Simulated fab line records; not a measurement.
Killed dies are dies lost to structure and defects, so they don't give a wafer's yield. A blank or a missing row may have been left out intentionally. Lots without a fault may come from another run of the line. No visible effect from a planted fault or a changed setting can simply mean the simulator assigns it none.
fab line records	flow n5_finfet
record lots=10	wafers=30	last_day=17
route steps=1938 shown BEOL_M0@723 BEOL_M4@1111 PASSIVATION@1936
lots untouched by any fault: they come from a run of this same line in which no faults occurred
start_h: hours from the record's first day to the start of the lot's first wafer shown	wait_h: hours elapsed since this lot's preceding step	" identical to the entry in the row above	L1.1+2: a row that stands for several wafers	- either no value or no given start	* or withheld: withheld	< > ~ a bound
route shown NAME@n: NAME is a module with steps in the file, n the number in the route of the first one	usual: the fault-free wafers' mean and standard deviation	same: alike in all rows	chamber/n: place in a boat	sites: per-site readings	_std_site: their standard deviation	_edge_site: the outer-site mean with the inner-site mean subtracted	radius_mm: for every site, how far away it sits from the centre of the wafer	mask NAME#n: copy n	behind: tool/chamber where the wafer was last shaped	hold: reason for holding the lot/hours on hold/outcome of the hold	device: the n, p or np transistor that did not switch	end of line: the same wafers' tests at the end of the route	for a step that has no rows: nothing shown but its recipe	killed: count of dies lost to structure and defects at first sort (not the wafer's yield)	map: dies across one wafer; x = killed, . = not, _ = none there
set.NAME: setting as actually run; set.NAME@STEP: the setting as run at that earlier step	model.NAME: the simulator's own value behind a step, which no gauge read
one table for each step of the route and one row for each wafer, over a sample of lots
services: the hour from which a tool's chamber was out of use, counted from the record's first day as start_h (under 0 if before that day), plus the number of hours and why
## steps
# step N5_BEOL_M0_OCD_MEAS_108
# usual trench_depth_nm=32.9/0.84
lot.wafer	tool	chamber	start_h	wait_h	trench_depth_nm
L710.1	ocd-02	-	140.28	0.1	33.6
L710.5	"	-	"	"	32.8
L710.6	"	-	"	"	33.6
L713.1	ocd-02	-	158.23	0.1	34.3
L713.2	"	-	"	"	32.3
L713.5	"	-	"	"	34.3
L712.4	ocd-02	-	160.10	0.0	33.7
L712.5	"	-	"	"	33.9
L712.6	"	-	"	"	32.2
L719.1	ocd-02	-	197.89	0.1	32.3
L719.4	"	-	"	"	32.3
L719.5	"	-	"	"	32.2
L722.3	ocd-02	-	207.05	0.1	32.0
L722.5	"	-	"	"	32.5
L722.6	"	-	"	"	34.1
L723.1	ocd-02	-	214.06	0.1	33.5
L723.2	"	-	"	"	34.4
L723.6	"	-	"	"	34.9
L724.3	ocd-02	-	219.21	0.1	32.1
L724.4	"	-	"	"	33.1
L724.5	"	-	"	"	32.7
L725.2	ocd-01	-	228.07	0.1	34.4
L725.4	"	-	"	"	32.6
L725.5	"	-	"	"	32.2
L726.1	ocd-02	-	232.05	0.1	31.9
L726.2	"	-	"	"	33.7
L726.4	"	-	"	"	32.3
L728.1	ocd-01	-	248.14	0.1	32.5
L728.2	"	-	"	"	34.0
L728.3	"	-	"	"	32.6
# step N5_BEOL_M0_ALD_136
# recipe material=TaN	target_thk_a=*	temp_c=275	ald_precursor_family=PDMAT	ald_co_reactant=NH3	pressure_torr=3	carrier_flow_sccm=1500	pulse_time_s=2	purge_time_s=3	co_reactant_purge_time_s=2	co_reactant_pulse_time_s=3	ald_cycles=30	precursor_vessel_temp_c=75	precursor_vessel_pressure_torr=26.25	precursor_vessel_carrier_sccm=1000
# usual ald_cycles=30/0	chamber_pressure_Torr=2.999/0.0067	heater_power_w=430/39
lot.wafer	tool	chamber	start_h	wait_h	ald_cycles	chamber_pressure_Torr	heater_power_w
L710.1	ald_metal-03	1	140.66	0.0	30	2.981	442
L710.5	"	2	"	"	30	3.003	428
L710.6	"	1	"	"	30	2.994	436
L713.1	ald_metal-03	1	159.56	0.1	-	-	-
L713.2	"	3	"	"	-	-	-
L713.5	"	3	"	"	-	-	-
L712.4	ald_metal-01	3	160.61	0.1	-	-	-
L712.5	"	2	"	"	-	-	-
L712.6	"	1	"	"	-	-	-
L719.1	ald_metal-01	1	198.50	0.1	30	3.000	387
L719.4	"	2	"	"	30	2.998	440
L719.5	"	3	"	"	30	3.010	495
L722.3	ald_metal-02	0	207.79	0.1	30	2.989	380
L722.5	"	3	"	"	30	3.003	326
L722.6	"	2	"	"	30	3.003	430
L723.1	ald_metal-03	1	215.19	0.0	30	2.998	442
L723.2	"	2	"	"	30	3.008	428
L723.6	"	1	"	"	30	2.994	438
L724.3	ald_metal-01	3	220.37	0.1	30	2.996	474
L724.4	"	2	"	"	30	3.011	449
L724.5	"	3	"	"	30	3.001	485
L725.2	ald_metal-03	2	230.51	0.0	30	2.993	419
L725.4	"	3	"	"	30	2.995	469
L725.5	"	1	"	"	30	3.012	440
L726.1	ald_metal-01	1	232.74	0.1	30	2.995	387
L726.2	"	2	"	"	30	2.999	436
L726.4	"	0	"	"	30	3.005	413
L728.1	ald_metal-01	0	249.74	0.1	30	3.002	400
L728.2	"	3	"	"	30	3.006	495
L728.3	"	1	"	"	30	3.000	386
# step N5_BEOL_M0_ANNEAL_133
# recipe temp_c=400	time_s=60	ambient=vacuum
# usual heater_power_w=817/45
lot.wafer	tool	chamber	start_h	wait_h	heater_power_w
L710.1	pvd_sputter-01	-	142.79	0.0	680
L710.5	"	-	"	"	795
L710.6	"	-	"	"	805
L713.1	pvd_sputter-03	-	160.50	0.0	887
L713.2	"	-	"	"	826
L713.5	"	-	"	"	864
L712.4	pvd_sputter-02	-	161.19	0.0	778
L712.5	"	-	"	"	800
L712.6	"	-	"	"	807
L719.1	pvd_sputter-03	-	199.51	0.0	825
L719.4	"	-	"	"	838
L719.5	"	-	"	"	819
L722.3	pvd_sputter-01	-	210.12	0.0	819
L722.5	"	-	"	"	795
L722.6	"	-	"	"	832
L723.1	pvd_sputter-02	-	215.79	0.0	855
L723.2	"	-	"	"	791
L723.6	"	-	"	"	841
L724.3	pvd_sputter-02	-	223.50	0.0	815
L724.4	"	-	"	"	872
L724.5	"	-	"	"	853
L725.2	pvd_sputter-02	-	231.47	0.0	796
L725.4	"	-	"	"	806
L725.5	"	-	"	"	797
L726.1	pvd_sputter-03	-	234.85	0.0	877
L726.2	"	-	"	"	802
L726.4	"	-	"	"	840
L728.1	pvd_sputter-01	-	250.58	0.0	794
L728.2	"	-	"	"	686
L728.3	"	-	"	"	779
# step N5_BEOL_M0_ANNEAL_135
# recipe temp_c=400	time_s=60	ambient=vacuum
# usual heater_power_w=817/46
lot.wafer	tool	chamber	start_h	wait_h	heater_power_w
L710.1	pvd_sputter-01	-	142.91	0.0	692
L710.5	"	-	"	"	784
L710.6	"	-	"	"	814
L713.1	pvd_sputter-03	-	160.62	0.0	860
L713.2	"	-	"	"	835
L713.5	"	-	"	"	892
L712.4	pvd_sputter-02	-	161.31	0.0	805
L712.5	"	-	"	"	817
L712.6	"	-	"	"	796
L719.1	pvd_sputter-03	-	199.63	0.0	817
L719.4	"	-	"	"	847
L719.5	"	-	"	"	840
L722.3	pvd_sputter-01	-	210.24	0.0	806
L722.5	"	-	"	"	779
L722.6	"	-	"	"	845
L723.1	pvd_sputter-02	-	215.91	0.0	883
L723.2	"	-	"	"	780
L723.6	"	-	"	"	893
L724.3	pvd_sputter-02	-	223.62	0.0	781
L724.4	"	-	"	"	857
L724.5	"	-	"	"	871
L725.2	pvd_sputter-02	-	231.59	0.0	805
L725.4	"	-	"	"	800
L725.5	"	-	"	"	786
L726.1	pvd_sputter-03	-	234.97	0.0	867
L726.2	"	-	"	"	828
L726.4	"	-	"	"	831
L728.1	pvd_sputter-01	-	250.70	0.0	817
L728.2	"	-	"	"	689
L728.3	"	-	"	"	785
# step N5_BEOL_M0_CMP_120
# recipe stop_on=SiOC	t_overpolish_s=6.9	down_force_psi=1	platen_rpm=50	clearing_platen_down_force_psi=1.5	clearing_platen_rpm=50	post_cmp_clean=cu_alkaline	clearing_platen_pad_velocity_m_s=0.99484	pad_velocity_m_s=0.99484
# usual barrier_field_endpoint_s=3.59/0.17	clearing_platen_down_force_psi=1.500/0.0031	motor_current_A=6.3/0.57	pad_life_wafers=1089/630	slurry_flow_ml_min=150.1/0.49
lot.wafer	tool	chamber	start_h	wait_h	barrier_field_endpoint_s	clearing_platen_down_force_psi	motor_current_A	pad_life_wafers	slurry_flow_ml_min
L710.1	cmp-02	1	144.66	1.5	3.81	1.504	6.1	2064	150.2
L710.5	"	1	"	"	3.77	1.504	5.8	-	150.3
L710.6	"	2	"	"	3.71	1.499	6.8	-	150.1
L713.2	cmp-04	2	161.78	0.3	1.77	1.504	7.7	979	150.3
L713.1	"	3	"	"	1.71	1.496	6.7	980	149.5
L713.5	"	1	"	"	1.68	1.503	6.0	-	149.9
L712.4	cmp-01	3	162.07	0.2	1.77	1.500	6.1	1742	149.2
L712.6	"	1	"	"	1.78	1.499	6.3	-	150.1
L712.5	"	2	"	"	1.79	1.497	6.4	-	150.2
L719.1	cmp-04	0	200.93	0.3	3.43	1.498	5.3	1315	150.2
L719.4	"	2	"	"	3.43	1.505	7.4	1317	150.5
L719.5	"	0	"	"	3.33	1.497	5.6	-	149.8
L722.3	cmp-02	2	211.01	0.3	3.94	1.497	6.9	343	150.1
L722.6	"	1	"	"	3.81	1.505	6.0	-	149.9
L722.5	"	2	"	"	3.79	1.497	6.8	-	149.8
L723.1	cmp-02	1	216.98	0.3	3.98	1.502	6.1	408	150.1
L723.2	"	2	"	"	3.65	1.504	6.9	409	150.7
L723.6	"	1	"	"	3.82	1.502	6.0	-	149.7
L724.3	cmp-01	2	224.15	0.2	3.60	1.494	6.2	216	149.8
L724.4	"	3	"	"	3.49	1.501	6.0	217	150.2
L724.5	"	2	"	"	3.59	1.497	6.7	-	150.2
L725.4	cmp-02	0	232.23	0.2	3.57	1.499	7.0	548	149.2
L725.2	"	1	"	"	3.77	1.505	5.9	549	149.6
L725.5	"	2	"	"	3.92	1.500	6.7	-	150.7
L726.2	cmp-02	0	235.52	0.2	3.45	1.503	7.1	570	150.0
L726.4	"	2	"	"	3.97	1.502	6.8	572	150.6
L726.1	"	3	"	"	3.53	1.498	6.1	573	149.4
L728.2	cmp-02	2	251.29	0.3	3.63	1.500	6.7	721	149.6
L728.1	"	3	"	"	3.77	1.501	5.5	722	149.2
L728.3	"	0	"	"	3.60	1.507	6.7	723	149.2
# step N5_BEOL_M4_RC_MEAS_101
# usual DIBL_N=36.0/2.2	DIBL_P=35.9/2.6	IOFF_N=0.16/0.038	IOFF_P=0.21/0.042	ION_N=675/15	ION_P=463/10	SS_N=71.5/0.62	SS_P=73.2/0.76	VT_N=250/4.1	VT_P=-251/3.6
lot.wafer	tool	chamber	start_h	wait_h	DIBL_N[mV/V]	DIBL_P[mV/V]	IOFF_N[nA/um]	IOFF_P[nA/um]	ION_N[uA/um]	ION_P[uA/um]	SS_N[mV/dec]	SS_P[mV/dec]	VT_N[mV]	VT_P[mV]
L710.1	prober-01	0	192.73	0.0	32.4	31.1	0.10	0.14	662	457	71.0	72.7	259	-258
L710.5	"	0	"	"	32.1	31.3	0.10	0.14	648	454	70.5	72.4	260	-257
L710.6	"	0	"	"	34.7	33.8	0.13	0.18	674	465	71.4	74.1	255	-251
L719.1	prober-02	0	253.67	0.0	35.7	35.0	0.15	0.19	671	464	70.9	72.2	248	-250
L719.4	"	0	"	"	32.8	31.4	0.11	0.15	670	458	70.7	72.1	253	-254
L719.5	"	0	"	"	36.7	34.6	0.16	0.19	669	457	71.8	72.8	249	-250
L722.3	prober-01	0	262.40	0.3	36.0	37.5	0.18	0.24	687	470	71.2	73.3	246	-246
L722.5	"	0	"	"	37.0	38.6	0.19	0.25	691	475	71.3	73.8	246	-247
L722.6	"	0	"	"	34.2	34.9	0.15	0.19	694	480	71.1	72.6	249	-250
L724.3	prober-02	0	264.25	0.3	38.2	34.2	0.15	0.19	658	452	71.8	73.3	253	-253
L724.4	"	0	"	"	38.3	37.3	0.17	0.23	691	473	71.6	73.5	245	-251
L724.5	"	0	"	"	37.3	36.2	0.16	0.22	687	474	71.0	73.4	248	-249
L723.1	prober-02	0	266.93	0.0	37.0	38.5	0.17	0.24	661	456	72.0	73.5	246	-249
L723.2	"	0	"	"	37.4	38.1	0.20	0.23	697	478	71.2	73.8	243	-251
L723.6	"	0	"	"	36.6	36.9	0.17	0.22	686	464	70.7	72.4	248	-250
L725.2	prober-02	0	281.27	0.2	38.6	39.0	0.18	0.23	675	464	71.9	73.4	249	-250
L725.4	"	0	"	"	39.9	42.4	0.22	0.29	696	482	72.1	73.9	245	-248
L725.5	"	0	"	"	38.5	39.0	0.20	0.25	689	472	71.6	73.0	246	-250
L726.1	prober-02	0	293.57	0.0	38.0	39.0	0.20	0.25	685	465	72.1	74.5	248	-251
L726.2	"	0	"	"	34.9	35.5	0.15	0.19	689	469	71.6	73.0	250	-250
L726.4	"	0	"	"	34.1	34.3	0.13	0.18	664	458	71.3	73.1	253	-254
L728.1	prober-01	0	306.25	0.0	37.4	40.0	0.21	0.26	678	458	71.8	74.5	242	-250
L728.2	"	0	"	"	33.0	33.5	0.14	0.17	679	467	71.5	72.5	249	-254
L728.3	"	0	"	"	37.6	40.5	0.22	0.25	692	470	72.9	74.6	244	-249
# step N5_PASSIVATION_PROBE_49
# usual defect_limited_yield=91.4/1.6	killed_at_M0_to_M3=35/10	killed_at_M4_up=12/4.7	killed_at_contacts=12/5.8	killed_at_front_end=38/12	killed_at_other=4/3.2	killed_dies=102/18	killed_on_rim=13/4.2	killed_open=68/14	killed_short=32/8	sort_bin_5_function=5.1/0.96	sort_bin_6_memory=3.2/0.77	sort_n_pass=1078/20	sort_yield_pct=91.3/1.7
# same gross_dies=1180	killed_at_back_side=0	sort_bin_4_leakage[%]=0	sort_bin_8_speed[%]=0
lot.wafer	tool	chamber	start_h	wait_h	defect_limited_yield[%]	killed_at_M0_to_M3	killed_at_M4_up	killed_at_contacts	killed_at_front_end	killed_at_other	killed_dies	killed_on_rim	killed_open	killed_short	sort_bin_5_function[%]	sort_bin_6_memory[%]	sort_n_pass	sort_yield_pct[%]
L710.1	prober-01	-	291.88	0.0	88.8	38	20	9	64	1	132	15	86	46	5.8	5.0	1048	88.8
L710.5	prober-01	-	292.08	0.2	88.6	38	18	17	60	1	134	17	96	38	6.6	4.2	1046	88.6
L710.6	prober-01	-	292.13	0.3	89.0	41	18	16	50	5	130	14	75	55	5.8	4.4	1050	89.0
L712.4	prober-02	-	319.83	0.2	0	1131	9	11	28	1	1180	152	57	37	96.4	3.3	0	0
L712.5	prober-02	-	319.88	0.2	0	1139	6	10	24	1	1180	152	60	27	97.2	2.7	0	0
L712.6	prober-02	-	319.93	0.3	0	1135	7	7	26	5	1180	152	52	22	97.7	2.1	0	0
L719.1	prober-01	-	359.75	0.5	92.1	29	14	12	36	2	93	20	69	24	4.9	2.4	1087	92.1
L719.4	prober-01	-	359.90	0.6	92.7	27	9	15	30	5	86	11	53	32	5.3	1.9	1094	92.7
L719.5	prober-01	-	359.95	0.7	91.8	29	13	12	40	3	97	15	69	25	4.7	3.3	1083	91.8
L722.3	prober-02	-	370.36	0.1	90.5	29	16	12	54	1	112	9	74	38	6.1	2.9	1068	90.5
L722.5	prober-02	-	370.46	0.2	90.6	41	10	11	45	4	111	14	71	40	5.4	3.9	1069	90.6
L722.6	prober-02	-	370.51	0.3	90.3	34	10	18	52	0	114	17	77	37	5.5	4.2	1066	90.3
L724.3	prober-01	-	371.09	0.1	90.2	32	7	32	41	4	116	16	83	30	6.4	3.3	1064	90.2
L724.4	prober-01	-	371.14	0.2	93.1	31	16	15	15	5	82	9	63	17	4.9	2.0	1098	93.1
L724.5	prober-01	-	371.19	0.2	91.3	28	21	18	31	5	103	18	75	28	4.9	3.4	1077	91.3
L723.1	prober-01	-	373.94	0.0	89.0	53	1	4	69	3	130	24	89	41	5.8	4.9	1050	89.0
L723.2	prober-01	-	373.99	0.1	91.2	33	7	12	47	5	104	10	81	23	5.1	3.5	1076	91.2
L723.6	prober-01	-	374.19	0.3	89.9	40	14	12	51	2	119	14	84	35	5.7	4.2	1061	89.9
L725.2	prober-02	-	391.10	0.7	90.7	36	16	9	44	5	110	12	67	42	5.9	3.2	1070	90.7
L725.4	prober-02	-	391.20	0.8	91.5	31	13	13	36	7	100	10	62	37	4.9	3.1	1080	91.5
L725.5	prober-02	-	391.25	0.8	93.3	16	17	9	31	6	79	15	48	31	3.6	2.7	1101	93.3
L726.1	prober-01	-	394.30	0.0	93.0	18	8	10	35	12	83	17	52	31	4.4	2.5	1097	93.0
L726.2	prober-01	-	394.35	0.1	91.6	23	5	4	61	6	99	13	64	35	4.4	3.6	1081	91.6
L726.4	prober-01	-	394.45	0.2	90.4	30	12	11	52	8	113	14	79	34	6.4	3.1	1067	90.4
L728.1	prober-01	-	408.40	0.0	93.4	20	10	13	29	6	78	11	44	30	4.1	2.1	1102	93.4
L728.2	prober-01	-	408.45	0.1	94.0	16	11	15	23	6	71	10	42	29	3.4	2.1	1109	94.0
L728.3	prober-01	-	408.50	0.1	93.9	18	11	5	38	0	72	8	50	22	3.1	2.9	1108	93.9
# killed by level:class
L710.1 FIN_SAQP:geometric_particle:open=15 BEOL_M0_SAQP:geometric_particle:open=14 BEOL_M4:geometric_particle:open=14 STI_FIN_REVEAL:geometric_particle:open=13 FIN_SAQP:geometric_particle:short=10 BEOL_M0_SAQP:geometric_particle:short=9 GATE_CUT:geometric_particle:short=7 MOL_CONTACT_COAG:geometric_particle:open=7
L710.5 FIN_SAQP:geometric_particle:open=18 DUMMY_GATE:geometric_particle:open=12 MOL_CONTACT_COAG:geometric_particle:open=12 BEOL_M0_SAQP:geometric_particle:short=11 BEOL_M0_SAQP:geometric_particle:open=11 BEOL_M4:geometric_particle:open=10 FIN_SAQP:geometric_particle:short=9 STI_FIN_REVEAL:geometric_particle:open=9
L710.6 BEOL_M0_SAQP:geometric_particle:short=14 FIN_SAQP:geometric_particle:open=11 BEOL_M0_SAQP:geometric_particle:open=11 MOL_CONTACT_COAG:geometric_particle:open=9 FIN_SAQP:geometric_particle:short=8 MOL_CONTACT_COAG:geometric_particle:short=7 BEOL_M4:geometric_particle:open=7 BEOL_M1:geometric_particle:open=6
L712.4 BEOL_M0:area_ald=1086 FIN_SAQP:geometric_particle:short=13 MOL_CONTACT_COAG:geometric_particle:open=9 BEOL_M0_SAQP:geometric_particle:open=8 BEOL_M2:geometric_particle:open=8 BEOL_M3:geometric_particle:open=7 BEOL_M0_SAQP:geometric_particle:short=6 BEOL_M1:geometric_particle:open=6
L712.5 BEOL_M0:area_ald=1092 BEOL_M0_SAQP:geometric_particle:open=15 BEOL_M0_SAQP:geometric_particle:short=10 BEOL_M3:geometric_particle:open=7 STI_FIN_REVEAL:geometric_particle:open=6 MOL_CONTACT_COAG:geometric_particle:open=6 BEOL_M0:geometric_particle:open=6 BEOL_M2:geometric_particle:open=5
L712.6 BEOL_M0:area_ald=1105 BEOL_M0_SAQP:geometric_particle:open=9 MOL_CONTACT_COAG:geometric_particle:open=7 BEOL_M3:geometric_particle:open=7 DUMMY_GATE:geometric_particle:open=6 STI_FIN_REVEAL:geometric_particle:open=4 BEOL_M2:geometric_particle:open=4 FIN_SAQP:geometric_particle:short=3
L719.1 BEOL_M0_SAQP:geometric_particle:open=10 GATE_CUT:geometric_particle:open=9 MOL_CONTACT_COAG:geometric_particle:open=9 FIN_SAQP:geometric_particle:open=7 BEOL_M0_SAQP:geometric_particle:short=6 BEOL_M2:geometric_particle:open=6 DUMMY_GATE:geometric_particle:open=5 BEOL_M4:geometric_particle:open=5
L719.4 STI_FIN_REVEAL:geometric_particle:open=12 BEOL_M0_SAQP:geometric_particle:short=12 MOL_CONTACT_COAG:geometric_particle:open=11 BEOL_M0_SAQP:geometric_particle:open=8 GATE_CUT:geometric_particle:short=4 MOL_CONTACT_COAG:geometric_particle:short=4 PASS1_CAP:geometric_particle:open=4 GATE_CUT:geometric_particle:open=3
L719.5 STI_FIN_REVEAL:geometric_particle:open=8 MOL_CONTACT_COAG:geometric_particle:open=8 BEOL_M0_SAQP:geometric_particle:open=8 BEOL_M1:geometric_particle:open=7 BEOL_M7:geometric_particle:open=7 FIN_SAQP:geometric_particle:short=6 BEOL_M2:geometric_particle:open=6 DUMMY_GATE:geometric_particle:open=5
L722.3 FIN_SAQP:geometric_particle:open=15 FIN_SAQP:geometric_particle:short=11 BEOL_M3:geometric_particle:open=11 MOL_CONTACT_COAG:geometric_particle:open=10 BEOL_M4:geometric_particle:open=7 GATE_CUT:geometric_particle:open=6 STARTING-WAFER:geometric_particle:short=6 BEOL_M0_SAQP:geometric_particle:open=5
L722.5 BEOL_M3:geometric_particle:open=19 FIN_SAQP:geometric_particle:open=16 FIN_SAQP:geometric_particle:short=10 BEOL_M0_SAQP:geometric_particle:short=10 MOL_CONTACT_COAG:geometric_particle:open=9 DUMMY_GATE:geometric_particle:open=6 BEOL_M1:geometric_particle:short=4 BEOL_M5:geometric_particle:open=3
L722.6 FIN_SAQP:geometric_particle:open=17 MOL_CONTACT_COAG:geometric_particle:open=15 BEOL_M0_SAQP:geometric_particle:short=14 STI_FIN_REVEAL:geometric_particle:open=12 BEOL_M0_SAQP:geometric_particle:open=8 BEOL_M4:geometric_particle:open=6 FIN_SAQP:geometric_particle:short=4 GATE_CUT:geometric_particle:short=4
L724.3 MOL_CONTACT_COAG:geometric_particle:open=25 STI_FIN_REVEAL:geometric_particle:open=15 BEOL_M3:geometric_particle:open=8 BEOL_M3:geometric_particle:short=7 BEOL_M0_SAQP:geometric_particle:open=6 MOL_CONTACT_COAG:geometric_particle:short=5 FIN_SAQP:geometric_particle:short=4 DUMMY_GATE:geometric_particle:open=4
L724.4 MOL_CONTACT_COAG:geometric_particle:open=11 BEOL_M3:geometric_particle:open=10 BEOL_M0_SAQP:geometric_particle:open=7 BEOL_M2:geometric_particle:open=6 BEOL_M8:geometric_particle:open=5 GATE_CUT:geometric_particle:open=3 MOL_CONTACT_COAG:geometric_particle:short=3 BEOL_M3:geometric_particle:short=3
L724.5 MOL_CONTACT_COAG:geometric_particle:open=18 BEOL_M0_SAQP:geometric_particle:open=11 STI_FIN_REVEAL:geometric_particle:open=11 BEOL_M0_SAQP:geometric_particle:short=6 BEOL_M3:geometric_particle:open=6 BEOL_M4:geometric_particle:open=6 FIN_SAQP:geometric_particle:open=4 FIN_SAQP:geometric_particle:short=4
L723.1 STI_FIN_REVEAL:geometric_particle:open=22 FIN_SAQP:geometric_particle:open=21 BEOL_M0_SAQP:geometric_particle:short=10 BEOL_M3:geometric_particle:open=10 BEOL_M1:geometric_particle:open=9 BEOL_M0_SAQP:geometric_particle:open=8 FIN_SAQP:geometric_particle:short=7 STARTING-WAFER:geometric_particle:open=7
L723.2 FIN_SAQP:geometric_particle:open=22 BEOL_M0_SAQP:geometric_particle:open=11 MOL_CONTACT_COAG:geometric_particle:open=9 FIN_SAQP:geometric_particle:short=9 BEOL_M2:geometric_particle:open=6 BEOL_M0_SAQP:geometric_particle:short=5 BEOL_M1:geometric_particle:open=5 BEOL_M3:geometric_particle:open=5
L723.6 FIN_SAQP:geometric_particle:open=16 STI_FIN_REVEAL:geometric_particle:open=11 MOL_CONTACT_COAG:geometric_particle:open=11 BEOL_M3:geometric_particle:open=6 BEOL_M1:geometric_particle:open=6 BEOL_M0:geometric_particle:open=5 BEOL_M2:geometric_particle:open=5 BEOL_M4:geometric_particle:open=4
L725.2 STI_FIN_REVEAL:geometric_particle:open=13 BEOL_M0_SAQP:geometric_particle:short=11 MOL_CONTACT_COAG:geometric_particle:open=9 BEOL_M3:geometric_particle:open=9 BEOL_M0_SAQP:geometric_particle:open=7 STARTING-WAFER:geometric_particle:short=7 FIN_SAQP:geometric_particle:open=5 BEOL_M4:geometric_particle:open=5
L725.4 MOL_CONTACT_COAG:geometric_particle:open=10 BEOL_M1:geometric_particle:open=8 BEOL_M3:geometric_particle:open=8 FIN_SAQP:geometric_particle:open=6 GATE_CUT:geometric_particle:short=5 BEOL_M1:geometric_particle:short=5 DUMMY_GATE:geometric_particle:open=4 BEOL_M0_SAQP:geometric_particle:open=4
L725.5 FIN_SAQP:geometric_particle:short=5 MOL_CONTACT_COAG:geometric_particle:short=5 BEOL_M0_SAQP:geometric_particle:short=5 BEOL_M1:geometric_particle:open=5 FIN_SAQP:geometric_particle:open=4 STI_FIN_REVEAL:geometric_particle:open=4 MOL_CONTACT_COAG:geometric_particle:open=4 BEOL_M7:geometric_particle:open=4
L726.1 STI_FIN_REVEAL:geometric_particle:open=15 MIM_TOP:geometric_particle:short=8 FIN_SAQP:geometric_particle:short=6 MOL_CONTACT_COAG:geometric_particle:short=5 DUMMY_GATE:geometric_particle:open=5 MOL_CONTACT_COAG:geometric_particle:open=5 BEOL_M2:geometric_particle:open=5 BEOL_M4:geometric_particle:open=5
L726.2 STI_FIN_REVEAL:geometric_particle:open=17 DUMMY_GATE:geometric_particle:open=9 BEOL_M3:geometric_particle:open=8 FIN_SAQP:geometric_particle:open=7 FIN_SAQP:geometric_particle:short=6 MIM_TOP:geometric_particle:open=5 STARTING-WAFER:geometric_particle:short=5 STARTING-WAFER:geometric_particle:open=5
L726.4 STI_FIN_REVEAL:geometric_particle:open=16 BEOL_M2:geometric_particle:open=10 MOL_CONTACT_COAG:geometric_particle:open=9 DUMMY_GATE:geometric_particle:open=8 FIN_SAQP:geometric_particle:short=6 BEOL_M3:geometric_particle:open=6 FIN_SAQP:geometric_particle:open=5 BEOL_M4:geometric_particle:open=5
L728.1 MOL_CONTACT_COAG:geometric_particle:open=10 BEOL_M3:geometric_particle:open=8 FIN_SAQP:geometric_particle:short=7 STI_FIN_REVEAL:geometric_particle:open=7 BEOL_M0_SAQP:geometric_particle:short=6 HKMG_FIN:area_etch=4 MOL_CONTACT_COAG:geometric_particle:short=3 BEOL_M4:geometric_particle:open=3
L728.2 MOL_CONTACT_COAG:geometric_particle:open=11 FIN_SAQP:geometric_particle:short=8 BEOL_M4:geometric_particle:open=7 BEOL_M2:geometric_particle:short=5 MOL_CONTACT_COAG:geometric_particle:short=4 FIN_SAQP:geometric_particle:open=3 STI_FIN_REVEAL:geometric_particle:open=3 BEOL_M3:geometric_particle:open=3
L728.3 FIN_SAQP:geometric_particle:open=10 STI_FIN_REVEAL:geometric_particle:open=7 FIN_SAQP:geometric_particle:short=6 BEOL_M2:geometric_particle:open=6 MOL_CONTACT_COAG:geometric_particle:open=5 STARTING-WAFER:geometric_particle:short=4 BEOL_M3:geometric_particle:open=4 STARTING-WAFER:geometric_particle:open=4
## services
tool	chamber	start_h	hours	kind
cmp-02	-	131.75	0.2	repair
cmp-02	-	133.37	1.2	repair
cmp-02	-	145.92	3.0	repair
pvd_sputter-01	-	150.27	1.8	repair
cmp-01	-	154.57	0.4	repair
cmp-02	-	161.59	4.0	pm
cmp-02	-	165.59	-	consumable_replace:conditioner
cmp-02	-	165.59	-	consumable_replace:pad
cmp-02	-	174.42	6.1	pm
cmp-04	-	177.55	0.7	repair
ald_metal-01	-	178.55	0.7	repair
cmp-01	-	181.78	3.0	repair
cmp-02	-	183.13	0.8	repair
ald_metal-02	1	187.77	24.8	repair
cmp-01	-	196.02	4.0	pm
cmp-01	-	200.02	-	consumable_replace:conditioner
cmp-01	-	200.02	-	consumable_replace:pad
cmp-04	-	207.57	24.7	pm
ald_metal-02	-	230.37	2.8	pm
cmp-02	-	239.66	0.5	repair
## key
first_sign step=N5_BEOL_M0_ALD_136	reading=tool_record	direction=missing
effect step=N5_BEOL_M0_CMP_120	reading=barrier_field_endpoint_s	direction=down	sigmas=11	usual=3.59	struck=1.75
effect step=N5_PASSIVATION_PROBE_49	reading=killed_at_M0_to_M3	direction=up	sigmas=99+	usual=35	struck=1135
more_kills_born_at N5_BEOL_M0_ALD_136@ald_metal-01=3283
met_at N5_BEOL_M0_ALD_136
struck_lots L712,L713
rows_end L713.1,L713.2,L713.5
later_rows_left_out L712.4,L712.5,L712.6
not_acting_at N5_BEOL_M0_OCD_MEAS_108,N5_BEOL_M0_ANNEAL_133,N5_BEOL_M0_ANNEAL_135
onset_between 140.66 159.56
fault kind=skipped_step_whole	tool=ald_metal-01,ald_metal-03	chamber=-	onset_h=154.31	steps=N5_BEOL_M0_ALD_136	scope=struck_lots_only
# later_rows_left_out: the simulator's readings of these wafers behind a module that went badly wrong aren't trusted and aren't shown, but for the sort
# rows_end: these wafers met a further fault down the route, and their rows from its step on are left out
